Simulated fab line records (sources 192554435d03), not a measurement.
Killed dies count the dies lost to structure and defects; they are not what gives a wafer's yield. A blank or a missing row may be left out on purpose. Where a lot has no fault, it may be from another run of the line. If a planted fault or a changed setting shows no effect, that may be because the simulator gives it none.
fab line records | flow n5-finfet
[record] lots = 9 | wafers = 27 | last-day = 18
route steps=1938 shown BEOL_M0_SAQP@649 BEOL_M4@1111 PASSIVATION@1936
lots untouched by any fault: they come from a run of this same line in which no faults occurred
start-h: hours from the record's first day to the start of the lot's first wafer shown | wait-h: time in hours since the lot's previous step | " as in the row above | L1.1+2: one row covering several wafers at once | - value missing, or start not given | * or withheld: withheld | < > ~ a bound
route shown NAME@n: a module of which the file shows steps, and the number in the route of the first | usual: average and standard deviation across the fault-free wafers | same: alike in all rows | chamber/n: place in a boat | sites: the reading at each site | _std_site: how widely they spread, as a standard deviation | _edge_site: outer sites' mean less inner sites' | radius-mm: how far each site lies from the wafer's centre | mask NAME#n: copy n | behind: the tool/chamber that last shaped the wafer | hold: why the lot went on hold/how many hours it stayed there/how the hold came to an end | device: transistor that didn't switch, given as n, p or np | end of line: the same wafers' tests at the end of the route | where a step has no rows: the recipe by itself | killed: at the first sort, the dies lost to defects and structure; wafer yield is something else | map: a wafer's dies, x killed, . not, _ none there
set.NAME: setting as actually run; set.NAME@STEP: the setting as run at that earlier step | model.NAME: the simulator's own value behind a step, which no gauge read
route steps across a sampled set of lots; one table per step, one row per wafer
services: the hour from which a tool's chamber was out of use, counted from the record's first day as start-h (under 0 if before that day), plus the number of hours and why
[[steps]]
[step N5_BEOL_M0_SAQP_CD_MEAS_14]
[recipe] target-cd-nm = 42.5 | landing-energy-ev = 500 | detector = se-inlens
[usual] cd-nm = 42.5/0.37
[same] landing-energy-ev = 500
lot.wafer | tool      | chamber | start-h | wait-h | cd-nm
L195.4    | cd-sem-02 | 0       | 119.79  | -      | 42.4
L195.5    | "         | 0       | "       | "      | 43.3
L195.6    | "         | 0       | "       | "      | 43.3
L196.2    | cd-sem-01 | 0       | 123.64  | -      | 43.4
L196.3    | "         | 0       | "       | "      | 42.8
L196.4    | "         | 0       | "       | "      | 43.1
L198.1    | cd-sem-03 | 0       | 131.29  | -      | 42.8
L198.4    | "         | 0       | "       | "      | 41.9
L198.6    | "         | 0       | "       | "      | 41.9
L202.3    | cd-sem-02 | 0       | 152.20  | -      | 42.1
L202.4    | "         | 0       | "       | "      | 42.4
L202.5    | "         | 0       | "       | "      | 42.6
L206.1    | cd-sem-03 | 0       | 178.80  | -      | 42.7
L206.3    | "         | 0       | "       | "      | 42.4
L206.5    | "         | 0       | "       | "      | 42.3
L208.1    | cd-sem-02 | 0       | 193.32  | -      | 42.1
L208.3    | "         | 0       | "       | "      | 42.7
L208.4    | "         | 0       | "       | "      | 43.3
L213.3    | cd-sem-01 | 0       | 219.95  | -      | 42.3
L213.4    | "         | 0       | "       | "      | 42.0
L213.6    | "         | 0       | "       | "      | 42.2
L214.1    | cd-sem-03 | 0       | 228.52  | -      | 42.2
L214.5    | "         | 0       | "       | "      | 42.3
L214.6    | "         | 0       | "       | "      | 42.3
L217.3    | cd-sem-02 | 0       | 242.87  | -      | 42.6
L217.5    | "         | 0       | "       | "      | 42.6
L217.6    | "         | 0       | "       | "      | 42.8
[step N5_BEOL_M0_SAQP_ETCH_84]
[recipe] chemistry = N2/H2 | target = SOC | target-depth-a = 1000 | overetch-a = 200 | mask-material = SiARC | temp-c = 40 | time-s = 150 | ion-energy-ev = 200 | pressure-mtorr = 30 | source-w = 840 | bias-w = 150 | n2-flow-sccm = 200 | h2-flow-sccm = 200
[usual] drypump-motor-current-A = 5.8/0.59 | oes-product-au = 0.72/0.079 | rf-vpp-V = 523.7/2.2 | showerhead-plenum-p-Torr = 2.54/0.073 | throttle-valve-pct = 17.84/0.3
[same] time-s = 150
lot.wafer | tool        | chamber | start-h | wait-h | drypump-motor-current-A | oes-product-au | rf-hours-counter-h | rf-vpp-V | showerhead-plenum-p-Torr | throttle-valve-pct
L195.4    | rie-diel-01 | 1       | 120.01  | 0.0    | 5.2                     | 0.66           | -                  | 524.7    | 2.52                     | 18.13
L195.5    | "           | 0       | "       | "      | 4.7                     | 0.82           | -                  | 523.8    | 2.58                     | 17.51
L195.6    | "           | 3       | "       | "      | 6.4                     | 0.81           | -                  | 523.2    | 2.49                     | 17.63
L196.2    | rie-diel-04 | 3       | 123.97  | 0.0    | 6.6                     | 0.67           | 169                | 520.5    | 2.44                     | 18.12
L196.3    | "           | 1       | "       | "      | 6.5                     | 0.72           | 91                 | 524.4    | 2.56                     | 17.77
L196.4    | "           | 2       | "       | "      | 5.7                     | 0.84           | 2                  | 526.2    | 2.62                     | 18.00
L198.1    | rie-diel-04 | 3       | 131.51  | 0.1    | 6.6                     | 0.66           | 171                | 521.7    | 2.44                     | 18.12
L198.4    | "           | 3       | "       | "      | 6.6                     | 0.66           | -                  | 520.8    | 2.44                     | 18.12
L198.6    | "           | 3       | "       | "      | 6.6                     | 0.66           | -                  | 521.0    | 2.44                     | 18.10
L202.3    | rie-diel-03 | 3       | 152.37  | 0.0    | 6.2                     | 0.66           | 195                | 525.8    | 2.62                     | 17.67
L202.4    | "           | 0       | "       | "      | 5.0                     | 0.77           | 59                 | 525.3    | 2.58                     | 17.36
L202.5    | "           | 3       | "       | "      | 6.3                     | 0.66           | -                  | 527.3    | 2.62                     | 17.66
L206.1    | rie-diel-01 | 2       | 178.97  | 0.0    | 6.1                     | 0.84           | 15                 | 522.7    | 2.51                     | 17.48
L206.3    | "           | 0       | "       | "      | 4.7                     | 0.79           | 44                 | 525.1    | 2.57                     | 17.55
L206.5    | "           | 1       | "       | "      | 5.2                     | 0.64           | -                  | 523.1    | 2.51                     | 18.16
L208.1    | rie-diel-04 | 1       | 193.49  | 0.0    | 6.6                     | 0.71           | 109                | 523.5    | 2.55                     | 17.77
L208.3    | "           | 0       | "       | "      | 5.7                     | 0.60           | 249                | 524.6    | 2.62                     | 18.47
L208.4    | "           | 2       | "       | "      | 5.7                     | 0.79           | 25                 | 526.0    | 2.61                     | 18.05
L213.3    | rie-diel-03 | 0       | 220.12  | 0.0    | 5.0                     | 0.75           | 78                 | 525.2    | 2.57                     | 17.40
L213.4    | "           | 1       | "       | "      | 5.3                     | 0.66           | 182                | 523.5    | 2.53                     | 17.72
L213.6    | "           | 1       | "       | "      | 5.3                     | 0.66           | -                  | 523.1    | 2.53                     | 17.72
L214.1    | rie-diel-04 | 2       | 228.86  | 0.0    | 5.7                     | 0.76           | 37                 | 526.0    | 2.61                     | 18.08
L214.5    | "           | 2       | "       | "      | 5.7                     | 0.76           | -                  | 523.4    | 2.61                     | 18.06
L214.6    | "           | 0       | "       | "      | 5.8                     | 0.84           | -                  | 525.9    | 2.61                     | 18.04
L217.3    | rie-diel-03 | 1       | 243.04  | 0.0    | 5.3                     | 0.66           | 188                | 524.6    | 2.53                     | 17.75
L217.5    | "           | 3       | "       | "      | 6.2                     | 0.63           | -                  | 526.0    | 2.61                     | 17.72
L217.6    | "           | 0       | "       | "      | 5.1                     | 0.74           | -                  | 525.4    | 2.57                     | 17.38
[step N5_BEOL_M0_SAQP_HM_OPEN_112]
[recipe] chemistry = CHF3/O2 | target = SiO2 | stop-on = a-Si | target-depth-a = 120 | over-etch-frac = 1.25 | mask-material = SOC | time-s = 13.5 | pressure-mtorr = 30 | source-w = 650 | bias-w = 170 | Ar_flow_sccm = 200 | CHF3_flow_sccm = 50 | O2_flow_sccm = 5 | ion-energy-ev = 200 | ends = end-point
[usual] drypump-motor-current-A = 5.8/0.59 | oes-product-au = 0.52/0.058 | rf-vpp-V = 531/11 | showerhead-plenum-p-Torr = 2.41/0.071 | throttle-valve-pct = 18.86/0.28
lot.wafer | tool        | chamber | start-h | wait-h | drypump-motor-current-A | oes-product-au | rf-hours-counter-h | rf-vpp-V | showerhead-plenum-p-Torr | throttle-valve-pct
L195.4    | rie-diel-01 | 1       | 120.10  | 0.0    | 5.2                     | 0.48           | -                  | 511      | 2.38                     | 19.06
L195.5    | "           | 0       | "       | "      | 4.7                     | 0.61           | -                  | 517      | 2.45                     | 18.61
L195.6    | "           | 3       | "       | "      | 6.3                     | 0.59           | -                  | 530      | 2.38                     | 18.71
L196.2    | rie-diel-04 | 3       | 124.08  | 0.0    | 6.6                     | 0.49           | 169                | 533      | 2.30                     | 19.08
L196.3    | "           | 1       | "       | "      | 6.6                     | 0.52           | 91                 | 535      | 2.45                     | 18.87
L196.4    | "           | 2       | "       | "      | 5.7                     | 0.61           | 2                  | 551      | 2.49                     | 18.93
L198.1    | rie-diel-04 | 3       | 131.67  | 0.0    | 6.6                     | 0.49           | 171                | 533      | 2.30                     | 19.08
L198.4    | "           | 3       | "       | "      | 6.6                     | 0.49           | -                  | 534      | 2.30                     | 19.08
L198.6    | "           | 3       | "       | "      | 6.6                     | 0.48           | -                  | 533      | 2.30                     | 19.09
L202.3    | rie-diel-03 | 3       | 152.48  | 0.0    | 6.2                     | 0.47           | 195                | 539      | 2.50                     | 18.86
L202.4    | "           | 0       | "       | "      | 5.0                     | 0.56           | 59                 | 529      | 2.44                     | 18.34
L202.5    | "           | 3       | "       | "      | 6.2                     | 0.48           | -                  | 540      | 2.50                     | 18.86
L206.1    | rie-diel-01 | 2       | 179.08  | 0.0    | 6.1                     | 0.61           | 15                 | 522      | 2.35                     | 18.32
L206.3    | "           | 0       | "       | "      | 4.7                     | 0.57           | 44                 | 516      | 2.45                     | 18.63
L206.5    | "           | 1       | "       | "      | 5.2                     | 0.47           | -                  | 510      | 2.37                     | 19.11
L208.1    | rie-diel-04 | 1       | 193.60  | 0.0    | 6.5                     | 0.50           | 109                | 535      | 2.44                     | 18.92
L208.3    | "           | 0       | "       | "      | 5.7                     | 0.43           | 249                | 523      | 2.47                     | 19.43
L208.4    | "           | 2       | "       | "      | 5.7                     | 0.57           | 25                 | 552      | 2.48                     | 19.00
L213.3    | rie-diel-03 | 0       | 220.23  | 0.0    | 5.0                     | 0.54           | 78                 | 530      | 2.43                     | 18.38
L213.4    | "           | 1       | "       | "      | 5.3                     | 0.48           | 182                | 534      | 2.42                     | 18.80
L213.6    | "           | 1       | "       | "      | 5.3                     | 0.49           | -                  | 534      | 2.42                     | 18.78
L214.1    | rie-diel-04 | 2       | 228.96  | 0.0    | 5.7                     | 0.56           | 37                 | 551      | 2.48                     | 19.01
L214.5    | "           | 2       | "       | "      | 5.7                     | 0.56           | -                  | 550      | 2.48                     | 19.00
L214.6    | "           | 0       | "       | "      | 5.7                     | 0.61           | -                  | 524      | 2.46                     | 19.01
L217.3    | rie-diel-03 | 1       | 243.15  | 0.0    | 5.3                     | 0.48           | 188                | 534      | 2.41                     | 18.80
L217.5    | "           | 3       | "       | "      | 6.2                     | 0.47           | -                  | 538      | 2.49                     | 18.91
L217.6    | "           | 0       | "       | "      | 5.0                     | 0.54           | -                  | 528      | 2.43                     | 18.39
[step N5_BEOL_M0_SAQP_SPACER1_ALD_98]
[recipe] material = SiO2 | target-thk-a = 128 | temp-c = 300 | ald-precursor-family = BDEAS | ald-co-reactant = O2-plasma | pulse-time-s = 1 | purge-time-s = 2 | co-reactant-purge-time-s = 2 | ald-cycles = 138 | pressure-torr = 2
[usual] ald-cycles = 138/0 | heater-power-w = 481/43 | precursor-pulse-height-rel = 1.001/0.021
[same] co-reactant-purge-time-s = 2
lot.wafer | tool       | chamber | start-h | wait-h | ald-cycles | heater-power-w | precursor-pulse-height-rel
L195.4    | ald-sin-02 | 1       | 120.82  | 0.1    | 138        | 533            | 1.002
L195.5    | "          | 3       | "       | "      | 138        | 423            | 1.023
L195.6    | "          | 0       | "       | "      | 138        | 516            | 0.963
L196.2    | ald-sin-03 | 1       | 124.78  | 0.3    | 138        | 422            | 0.996
L196.3    | "          | 2       | "       | "      | 138        | 475            | 0.958
L196.4    | "          | 0       | "       | "      | 138        | 597            | 1.017
L198.1    | ald-sin-02 | 1       | 132.40  | 0.3    | 138        | 535            | 1.015
L198.4    | "          | 3       | "       | "      | 138        | 428            | 1.022
L198.6    | "          | 0       | "       | "      | 138        | 493            | 1.020
L202.3    | ald-sin-02 | 3       | 153.17  | 0.1    | 138        | 420            | 0.998
L202.4    | "          | 1       | "       | "      | 124        | 544            | 1.023
L202.5    | "          | 3       | "       | "      | 124        | 423            | 0.996
L206.1    | ald-sin-02 | 1       | 179.78  | 0.3    | 138        | 531            | 1.029
L206.3    | "          | 2       | "       | "      | 138        | 535            | 0.982
L206.5    | "          | 2       | "       | "      | 124        | 523            | 0.988
L208.1    | ald-sin-01 | 3       | 194.45  | 0.3    | 138        | 487            | 1.014
L208.3    | "          | 1       | "       | "      | 138        | 455            | 1.000
L208.4    | "          | 0       | "       | "      | 138        | 473            | 1.005
L213.3    | ald-sin-03 | 0       | 221.41  | 0.6    | 138        | 553            | 0.998
L213.4    | "          | 1       | "       | "      | 138        | 429            | 0.970
L213.6    | "          | 0       | "       | "      | 138        | 549            | 1.001
L214.1    | ald-sin-03 | 2       | 229.84  | 0.3    | 138        | 460            | 1.003
L214.5    | "          | 2       | "       | "      | 138        | 474            | 1.020
L214.6    | "          | 3       | "       | "      | 138        | 441            | 1.019
L217.3    | ald-sin-03 | 1       | 243.84  | 0.1    | 138        | 427            | 0.968
L217.5    | "          | 0       | "       | "      | 138        | 547            | 1.007
L217.6    | "          | 1       | "       | "      | 138        | 435            | 1.022
[step N5_BEOL_M0_SAQP_CD_MEAS_25]
[recipe] target-cd-nm = 13.1 | landing-energy-ev = 1000 | detector = se-inlens
[usual] cd-nm = 12.78/0.24
[same] landing-energy-ev = 1000
lot.wafer | tool      | chamber | start-h | wait-h | cd-nm
L195.4    | cd-sem-02 | 0       | 121.68  | 0.1    | 12.75
L195.5    | "         | 0       | "       | "      | 13.09
L195.6    | "         | 0       | "       | "      | 13.03
L196.2    | cd-sem-03 | 0       | 125.45  | 0.1    | 12.67
L196.3    | "         | 0       | "       | "      | 12.55
L196.4    | "         | 0       | "       | "      | 13.01
L198.1    | cd-sem-02 | 0       | 133.16  | 0.1    | 12.92
L198.4    | "         | 0       | "       | "      | 12.92
L198.6    | "         | 0       | "       | "      | 12.81
L202.3    | cd-sem-01 | 0       | 153.94  | 0.1    | 13.00
L202.4    | "         | 0       | "       | "      | 11.46
L202.5    | "         | 0       | "       | "      | 10.88
L206.1    | cd-sem-02 | 0       | 180.67  | 0.1    | 12.83
L206.3    | "         | 0       | "       | "      | 12.82
L206.5    | "         | 0       | "       | "      | 11.51
L208.1    | cd-sem-02 | 0       | 195.12  | 0.1    | 12.77
L208.3    | "         | 0       | "       | "      | 12.50
L208.4    | "         | 0       | "       | "      | 12.73
L213.3    | cd-sem-01 | 0       | 222.09  | 0.1    | 13.25
L213.4    | "         | 0       | "       | "      | 13.21
L213.6    | "         | 0       | "       | "      | 12.77
L214.1    | cd-sem-03 | 0       | 230.52  | 0.1    | 12.75
L214.5    | "         | 0       | "       | "      | 12.96
L214.6    | "         | 0       | "       | "      | 12.94
L217.3    | cd-sem-02 | 0       | 244.52  | 0.1    | 12.59
L217.5    | "         | 0       | "       | "      | 12.93
L217.6    | "         | 0       | "       | "      | 12.69
[step N5_BEOL_M4_RC_MEAS_101]
[usual] DIBL_N = 35.9/1.7 | DIBL_P = 36.0/2.2 | IOFF_N = 0.16/0.031 | IOFF_P = 0.21/0.039 | ION_N = 678/13 | ION_P = 464/8.8 | SS_N = 71.5/0.61 | SS_P = 73.2/0.68 | VT_N = 249/3.3 | VT_P = -250/3.8
lot.wafer | tool      | chamber | start-h | wait-h | DIBL_N[mV/V] | DIBL_P[mV/V] | IOFF_N[nA/um] | IOFF_P[nA/um] | ION_N[uA/um] | ION_P[uA/um] | SS_N[mV/dec] | SS_P[mV/dec] | VT_N[mV] | VT_P[mV]
L195.4    | prober-01 | 0       | 175.67  | 0.5    | 38.4         | 37.7         | 0.21          | 0.26          | 695          | 470          | 71.6         | 73.7         | 243      | -247
L195.5    | "         | 0       | "       | "      | 39.0         | 39.2         | 0.23          | 0.27          | 705          | 480          | 72.3         | 74.5         | 245      | -246
L195.6    | "         | 0       | "       | "      | 37.1         | 36.2         | 0.19          | 0.24          | 686          | 473          | 71.4         | 73.2         | 244      | -247
L196.2    | prober-01 | 0       | 178.07  | 0.2    | 37.3         | 35.9         | 0.17          | 0.20          | 686          | 466          | 71.5         | 74.4         | 247      | -252
L196.3    | "         | 0       | "       | "      | 33.9         | 31.8         | 0.12          | 0.15          | 675          | 462          | 70.2         | 72.8         | 250      | -253
L196.4    | "         | 0       | "       | "      | 34.0         | 30.5         | 0.12          | 0.14          | 663          | 451          | 71.4         | 72.5         | 251      | -256
L198.1    | prober-01 | 0       | 193.34  | 0.0    | 31.6         | 31.5         | 0.09          | 0.13          | 641          | 450          | 70.2         | 72.0         | 258      | -260
L198.4    | "         | 0       | "       | "      | 33.5         | 34.6         | 0.11          | 0.15          | 664          | 455          | 70.5         | 72.4         | 256      | -257
L198.6    | "         | 0       | "       | "      | 37.1         | 38.8         | 0.17          | 0.21          | 676          | 457          | 71.3         | 73.5         | 250      | -254
L202.3    | prober-01 | 0       | 217.54  | 0.3    | 38.3         | 38.9         | 0.19          | 0.23          | 684          | 459          | 71.8         | 74.7         | 250      | -252
L202.4    | "         | 0       | "       | "      | 39.5         | 39.3         | 0.22          | 0.24          | 681          | 459          | 72.5         | 74.4         | 247      | -253
L202.5    | "         | 0       | "       | "      | 38.3         | 38.3         | 0.18          | 0.22          | 672          | 453          | 71.8         | 73.9         | 249      | -253
L206.1    | prober-02 | 0       | 235.40  | 0.0    | 36.7         | 37.8         | 0.17          | 0.21          | 673          | 458          | 71.7         | 73.6         | 248      | -250
L206.3    | "         | 0       | "       | "      | 39.1         | 40.6         | 0.20          | 0.27          | 675          | 466          | 71.5         | 74.3         | 245      | -247
L206.5    | "         | 0       | "       | "      | 36.3         | 37.5         | 0.16          | 0.22          | 666          | 463          | 71.2         | 73.8         | 247      | -252
L208.1    | prober-02 | 0       | 261.70  | 0.0    | 34.3         | 35.5         | 0.17          | 0.20          | 677          | 457          | 71.5         | 73.0         | 249      | -249
L208.3    | "         | 0       | "       | "      | 37.3         | 39.1         | 0.22          | 0.27          | 689          | 468          | 72.8         | 73.9         | 245      | -247
L208.4    | "         | 0       | "       | "      | 35.8         | 36.8         | 0.19          | 0.22          | 693          | 464          | 72.2         | 72.6         | 248      | -250
L213.3    | prober-02 | 0       | 281.73  | 0.3    | 35.3         | 33.9         | 0.13          | 0.17          | 651          | 447          | 71.1         | 72.2         | 255      | -254
L213.4    | "         | 0       | "       | "      | 36.2         | 35.6         | 0.14          | 0.19          | 677          | 465          | 71.7         | 73.0         | 252      | -251
L213.6    | "         | 0       | "       | "      | 34.4         | 33.5         | 0.12          | 0.16          | 655          | 452          | 71.4         | 72.7         | 255      | -252
L214.1    | prober-02 | 0       | 285.06  | 0.0    | 34.2         | 33.5         | 0.12          | 0.15          | 660          | 455          | 70.2         | 72.6         | 254      | -254
L214.5    | "         | 0       | "       | "      | 32.8         | 31.1         | 0.10          | 0.13          | 657          | 450          | 71.3         | 72.6         | 257      | -257
L214.6    | "         | 0       | "       | "      | 36.7         | 37.7         | 0.16          | 0.21          | 677          | 460          | 71.0         | 73.4         | 249      | -254
L217.3    | prober-02 | 0       | 314.06  | 0.3    | 34.9         | 33.1         | 0.13          | 0.17          | 681          | 462          | 71.8         | 73.0         | 251      | -252
L217.5    | "         | 0       | "       | "      | 38.4         | 38.7         | 0.20          | 0.25          | 688          | 463          | 72.1         | 73.7         | 245      | -249
L217.6    | "         | 0       | "       | "      | 34.8         | 33.7         | 0.13          | 0.17          | 690          | 465          | 70.8         | 72.6         | 250      | -254
[step N5_PASSIVATION_PROBE_49]
[usual] defect-limited-yield = 90.9/1.5 | killed_at_M0_to_M3 = 36/10 | killed_at_M4_up = 13/5.5 | killed-at-contacts = 12/5.6 | killed-at-front-end = 42/12 | killed-at-other = 4/3.2 | killed-dies = 108/18 | killed-open = 71/13 | killed-short = 34/7.8 | sort_bin_5_function = 5.4/1 | sort_bin_6_memory = 3.4/0.68 | sort-n-pass = 1072/18 | sort-yield-pct = 90.9/1.5
[same] gross-dies = 1180 | killed-at-back-side = 0 | sort_bin_4_leakage[%] = 0 | sort_bin_8_speed[%] = 0
lot.wafer | tool      | chamber | start-h | wait-h | defect-limited-yield[%] | killed_at_M0_to_M3 | killed_at_M4_up | killed-at-contacts | killed-at-front-end | killed-at-other | killed-dies | killed-open | killed-short | sort_bin_5_function[%] | sort_bin_6_memory[%] | sort-n-pass | sort-yield-pct[%]
L202.3    | prober-01 | -       | 320.25  | 0.1    | 93.1                    | 23                 | 17              | 5                  | 35                  | 2               | 82          | 52          | 29           | 4.0                    | 2.7                  | 1098        | 93.1
L206.1    | prober-02 | -       | 336.83  | 0.0    | 90.0                    | 49                 | 22              | 5                  | 36                  | 6               | 118         | 70          | 46           | 6.2                    | 3.4                  | 1062        | 90.0
L206.3    | prober-02 | -       | 336.93  | 0.1    | 90.8                    | 44                 | 11              | 3                  | 46                  | 4               | 108         | 58          | 50           | 5.8                    | 3.0                  | 1072        | 90.8
L206.5    | prober-02 | -       | 337.03  | 0.2    | 92.3                    | 26                 | 9               | 14                 | 40                  | 2               | 91          | 63          | 27           | 4.3                    | 3.3                  | 1089        | 92.3
// killed by level:class
L202.3 FIN_SAQP:geometric-particle:open=10 BEOL_M0_SAQP:geometric-particle:short=9 BEOL_M4:geometric-particle:open=6 FIN_SAQP:geometric-particle:short=4 DUMMY_GATE:geometric-particle:open=4 BEOL_M5:geometric-particle:open=4 ILD0:geometric-particle:short=3 MOL_CONTACT_COAG:geometric-particle:open=3
L206.1 BEOL_M0_SAQP:geometric-particle:short=11 FIN_SAQP:geometric-particle:open=10 BEOL_M2:geometric-particle:open=10 FIN_SAQP:geometric-particle:short=7 BEOL_M0:geometric-particle:short=7 BEOL_M3:geometric-particle:open=7 BEOL_M4:geometric-particle:open=7 DUMMY_GATE:geometric-particle:open=5
L206.3 STI_FIN_REVEAL:geometric-particle:open=16 BEOL_M0_SAQP:geometric-particle:short=12 STARTING-WAFER:geometric-particle:short=9 FIN_SAQP:geometric-particle:short=8 BEOL_M2:geometric-particle:open=8 BEOL_M0_SAQP:geometric-particle:open=8 BEOL_M0:geometric-particle:short=4 DUMMY_GATE:geometric-particle:open=3
L206.5 MOL_CONTACT_COAG:geometric-particle:open=13 BEOL_M2:geometric-particle:open=8 STI_FIN_REVEAL:geometric-particle:open=8 GATE_CUT:geometric-particle:short=8 FIN_SAQP:geometric-particle:open=7 BEOL_M0_SAQP:geometric-particle:short=7 DUMMY_GATE:geometric-particle:open=6 FIN_SAQP:geometric-particle:short=5
[[services]]
tool        | chamber | start-h | hours | kind
rie-diel-04 | 2       | 97.76   | -     | clean
rie-diel-04 | 2       | 97.76   | -     | consumable-replace:focus-ring
rie-diel-04 | 2       | 97.76   | 20.2  | scheduled-down
rie-diel-04 | 2       | 97.76   | 20.2  | vent-cycle
ald-sin-02  | 0       | 100.44  | -     | clean
ald-sin-02  | 1       | 100.44  | -     | clean
ald-sin-02  | 2       | 100.44  | -     | clean
ald-sin-02  | 3       | 100.44  | -     | clean
rie-diel-01 | 2       | 107.64  | -     | clean
rie-diel-01 | 2       | 107.64  | -     | consumable-replace:focus-ring
rie-diel-01 | 2       | 107.64  | 24.5  | scheduled-down
rie-diel-04 | 1       | 129.49  | 9.0   | repair
rie-diel-04 | 0       | 130.52  | 10.4  | repair
rie-diel-04 | 1       | 139.52  | 4.0   | repair
ald-sin-03  | -       | 178.35  | 14.0  | pm
rie-diel-04 | 0       | 197.34  | -     | clean
rie-diel-04 | 0       | 197.34  | -     | consumable-replace:focus-ring
rie-diel-04 | 0       | 197.34  | 18.8  | scheduled-down
rie-diel-04 | 0       | 197.34  | 18.8  | vent-cycle
ald-sin-01  | 3       | 214.81  | 5.2   | repair
rie-diel-04 | 1       | 221.30  | 13.8  | repair
ald-sin-02  | -       | 237.80  | 1.3   | repair
rie-diel-01 | 1       | 240.27  | 4.0   | repair
ald-sin-02  | 0       | 241.67  | 2.4   | repair
[[key]]
[first-sign] step = N5_BEOL_M0_SAQP_SPACER1_ALD_98 | reading = ald-cycles | direction = down | sigmas = 99+ | usual = * | struck = *
[effect] step = N5_BEOL_M0_SAQP_CD_MEAS_25 | reading = cd-nm | direction = down | sigmas = 6.3 | usual = 12.78 | struck = 11.28
met-at N5_BEOL_M0_SAQP_SPACER1_ALD_98
struck-lots L202,L206
struck-wafers L202.4,L202.5,L206.5
not-acting-at N5_BEOL_M0_SAQP_CD_MEAS_14,N5_BEOL_M0_SAQP_ETCH_84,N5_BEOL_M0_SAQP_HM_OPEN_112
onset-between 132.40 153.17
[fault] kind = process-parameter-drift | tool = ald-sin-02 | chamber = - | onset-h = 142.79 | steps = N5_BEOL_M0_SAQP_SPACER1_ALD_98 | channel = ald-cycles | offset = * | shape = step | end-h = 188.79 | scope = struck-wafers-only | acts-in = * | stated = *
